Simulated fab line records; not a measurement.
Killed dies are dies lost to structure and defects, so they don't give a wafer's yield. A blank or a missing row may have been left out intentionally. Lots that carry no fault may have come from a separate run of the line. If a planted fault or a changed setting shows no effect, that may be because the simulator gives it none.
Commonality check across tools    flow nand_harc    Sample size 12 lots and 42 wafers

## THE REASON FOR OPENING IT
On 2 of the 12 lots, a flag is raised at NHARC_P_GATE_CD_MEAS_26 on the reading cd_nm. Wafers without a fault read 119.7 nm, standard deviation 0.59.
Rule: a lot gets a flag if all its wafers with a number sit over 4 standard deviations from that mean, or if no wafer of it has a number. The rest of the lots are taken to be sound.

lot   measured      on         cd_nm (nm), wafer by wafer           flag
L204  day 4 16:35   cd_sem-01  120.8 120.4 120.5                    
L205  day 4 16:45   cd_sem-02  120.3 120.0 119.5                    
L207  day 5 06:32   cd_sem-01  118.6 119.2 119.3                    
L208  day 5 17:11   cd_sem-01  119.7 119.5 120.0                    
L210  day 6 10:26   cd_sem-01  119.4 119.2 119.1                    
L212  day 6 18:51   cd_sem-02  118.8 119.0 119.2                    
L213  day 7 01:25   cd_sem-03  119.1 120.1 119.6                    
L216  day 7 21:37   cd_sem-03  120.4 120.3 120.6                    
L215  day 7 22:56   cd_sem-02  185.1 185.9 186.2 185.5 185.6 185.8  FLAGGED
L217  day 7 23:11   cd_sem-01  120.8 119.8 120.3                    
L220  day 8 11:49   cd_sem-01  186.1 186.2 185.6 185.5 186.3 185.5  FLAGGED
L227  day 10 05:47  cd_sem-01  119.6 119.6 119.7                    
Flagged lots average 185.8 nm: +66.1 nm relative to the usual, that is +99 or more standard deviations.

## WHICH TOOL EACH LOT WENT THROUGH
Before the reading, the record contains 3 process steps out of a 1159-step route. Every cell lists first the tool, next ch and the chambers used by the sampled wafers, and last the start.
lot   flag     NHARC_P_ZERO_WELL_DESCUM_13        NHARC_P_ZERO_WELL_ETCH_63        NHARC_P_GATE_PEB_24
L204           rie_diel-02 ch 0,1,3, day 1 13:23  rie_si-01 ch 0,1,3, day 1 13:39  litho_track-04 ch 0, day 4 16:31
L205           rie_diel-12 ch 0,1,2, day 1 19:26  rie_si-02 ch 0,1,2, day 1 19:43  litho_track-01 ch 0, day 4 16:40
L207           rie_diel-03 ch 0,2,3, day 2 07:25  rie_si-02 ch 0,1,2, day 2 07:42  litho_track-06 ch 0, day 5 06:28
L208           rie_diel-02 ch 0,2,3, day 2 13:23  rie_si-01 ch 0,3, day 2 13:38    litho_track-06 ch 0, day 5 17:07
L210           rie_diel-12 ch 1,2,3, day 3 01:24  rie_si-05 ch 0,2,3, day 3 01:40  litho_track-06 ch 0, day 6 10:20
L212           rie_diel-12 ch 0,2,3, day 3 13:23  rie_si-05 ch 0,2,3, day 3 13:40  litho_track-06 ch 0, day 6 18:46
L213           rie_diel-02 ch 0,1,3, day 3 19:28  rie_si-01 ch 0,1,3, day 3 19:46  litho_track-06 ch 0, day 7 01:20
L216           rie_diel-12 ch 2,3, day 4 13:18    rie_si-01 ch 0,3, day 4 13:34    litho_track-04 ch 0, day 7 21:32
L215  FLAGGED  rie_diel-12 ch 1,3, day 4 07:24    rie_si-02 ch 0,3, day 4 07:39    litho_track-06 ch 0, day 7 22:51
L217           rie_diel-12 ch 0,2,3, day 4 19:24  rie_si-02 ch 0,1,3, day 4 19:40  litho_track-04 ch 0, day 7 23:07
L220  FLAGGED  rie_diel-03 ch 1,3, day 5 13:24    rie_si-01 ch 0,1, day 5 13:42    litho_track-06 ch 0, day 8 11:44
L227           rie_diel-12 ch 0,1,2, day 7 07:28  rie_si-01 ch 0,1,3, day 7 07:43  litho_track-01 ch 0, day 10 05:43
What the steps here do:
- NHARC_P_ZERO_WELL_DESCUM_13: chemistry O2, time 3 s.
- NHARC_P_ZERO_WELL_ETCH_63: etches the open film in HBr/Cl2, target depth 120 nm, time 40.1 s.
- NHARC_P_GATE_PEB_24: peb time 65 s.
- NHARC_P_GATE_CD_MEAS_26: target cd 120 nm.

## FLAGGED OVER TOTAL, TOOL BY TOOL (the gauges that took the reading come last)
step                         tool            lots run  flagged  share of the flagged lots  sound lots run after its first flagged lot
NHARC_P_ZERO_WELL_DESCUM_13  rie_diel-02     3         0        none                       -
NHARC_P_ZERO_WELL_DESCUM_13  rie_diel-03     2         1        some                       0
NHARC_P_ZERO_WELL_DESCUM_13  rie_diel-12     7         1        some                       3 (L216,L217,L227)
NHARC_P_ZERO_WELL_ETCH_63    rie_si-01       6         1        some                       1 (L227)
NHARC_P_ZERO_WELL_ETCH_63    rie_si-02       4         1        some                       1 (L217)
NHARC_P_ZERO_WELL_ETCH_63    rie_si-05       2         0        none                       -
NHARC_P_GATE_PEB_24          litho_track-01  2         0        none                       -
NHARC_P_GATE_PEB_24          litho_track-04  3         0        none                       -
NHARC_P_GATE_PEB_24          litho_track-06  7         2        all                        0
NHARC_P_GATE_CD_MEAS_26      cd_sem-01       7         1        some                       1 (L227)
NHARC_P_GATE_CD_MEAS_26      cd_sem-02       3         1        some                       0
NHARC_P_GATE_CD_MEAS_26      cd_sem-03       2         0        none                       -

## WHAT IS ALLOWED BY THE TABLE
In the table, 1 row covers all flagged lots: litho_track-06 at NHARC_P_GATE_PEB_24.
- litho_track-06 at NHARC_P_GATE_PEB_24: 2 of its 7 lots flagged. It ran its last sound lot, L213, at day 7 01:20 and its first flagged lot, L215, at day 7 22:51: a fault with its onset between the two fits. Its own readings lie more than 4 standard deviations out on every wafer of the flagged lots: heater_power_total_W.
Left over: one tool, litho_track-06 at NHARC_P_GATE_PEB_24.

## WHAT THE SIMULATOR HAD PUT IN
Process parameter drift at NHARC_P_GATE_PEB_24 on litho_track-06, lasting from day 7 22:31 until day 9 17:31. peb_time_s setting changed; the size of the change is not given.
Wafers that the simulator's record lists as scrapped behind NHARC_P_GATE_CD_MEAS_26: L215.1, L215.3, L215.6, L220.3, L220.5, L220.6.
Struck lots among those shown: L215, L220. The rule given above showed the same thing.
